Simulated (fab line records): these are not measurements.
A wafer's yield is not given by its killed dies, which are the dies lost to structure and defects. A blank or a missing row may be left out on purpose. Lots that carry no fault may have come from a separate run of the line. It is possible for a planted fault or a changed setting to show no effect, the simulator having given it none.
Matching of chambers | flow nand_harc | NHARC_A_ZERO_WELL_ETCH_19 on rie_diel-06 has 4 sister chambers
The step etches the open film in N2/H2, target depth 80 nm, overetch 24 nm, time 87.88 s. 14 wafers are shown with their chamber, then 7 later ones without.

== WAFERS WITH THEIR CHAMBER ==
wafer  | chamber | drypump_motor_current_A (A) | oes_product_au (a.u.) | rf_vpp_V (V)
L920.3 | 0       | 5.4                         | 1.001                 | 431.2
L920.5 | 1       | 4.7                         | 1.018                 | 428.2
L920.6 | 2       | 5.7                         | 0.986                 | 427.5
L923.4 | 2       | 5.7                         | 0.973                 | 428.9
L923.5 | 3       | 6.2                         | 0.996                 | 429.3
L923.6 | 0       | 5.4                         | 1.016                 | 431.4
L925.1 | 0       | 5.4                         | 1.017                 | 432.7
L925.3 | 1       | 4.7                         | 1.023                 | 428.0
L925.5 | 2       | 5.7                         | 0.977                 | 429.2
L927.1 | 0       | 5.4                         | 1.011                 | 430.9
L927.3 | 3       | 6.1                         | 0.969                 | 429.9
L927.5 | 0       | 5.4                         | 1.005                 | 431.7
L929.3 | 3       | 6.2                         | 0.985                 | 430.2
L929.4 | 1       | 4.8                         | 1.029                 | 426.8

SIGNATURES (means of the wafers above)
reading                 | chamber 0 | chamber 1 | chamber 2 | chamber 3 | scatter within a chamber
drypump_motor_current_A | 5.400     | 4.733     | 5.700     | 6.167     | 0.0365
oes_product_au          | 1.01000   | 1.02333   | 0.97867   | 0.98333   | 0.00843
rf_vpp_V                | 431.580   | 427.667   | 428.533   | 429.800   | 0.716
Rule: for a wafer and a chamber, the distance is found by dividing, reading by reading, the gap between the wafer's reading and the chamber's mean by the reading's scatter, squaring, summing and taking the root. If the next closest chamber is less than 2 further off than the closest, the wafer can't be placed; otherwise it belongs to the closest. The scatter: the root of (the sum of the squares of (reading less its chamber's mean) over the shown wafers, divided by (wafers less chambers)).

== WAFERS WITH NO CHAMBER GIVEN ==
wafer  | drypump_motor_current_A (A) | oes_product_au (a.u.) | rf_vpp_V (V)
L929.5 | 5.4                         | 1.011                 | 433.0
L931.2 | 5.4                         | 1.009                 | 431.8
L931.5 | 5.7                         | 0.979                 | 426.9
L931.6 | 6.2                         | 0.985                 | 430.5
L941.1 | 6.1                         | 1.000                 | 430.8
L941.3 | 4.7                         | 1.012                 | 428.2
L941.4 | 5.4                         | 0.993                 | 433.1

== EACH ONE'S CHAMBER ==
wafer  | from the rows above | in truth
L929.5 | 0                   | 0
L931.2 | 0                   | 0
L931.5 | 2                   | 2
L931.6 | 3                   | 3
L941.1 | 3                   | 3
L941.3 | 1                   | 1
L941.4 | 0                   | 0
Correctly placed: 7 of 7. Not placeable from these rows: 0. Wrongly placed: 0.
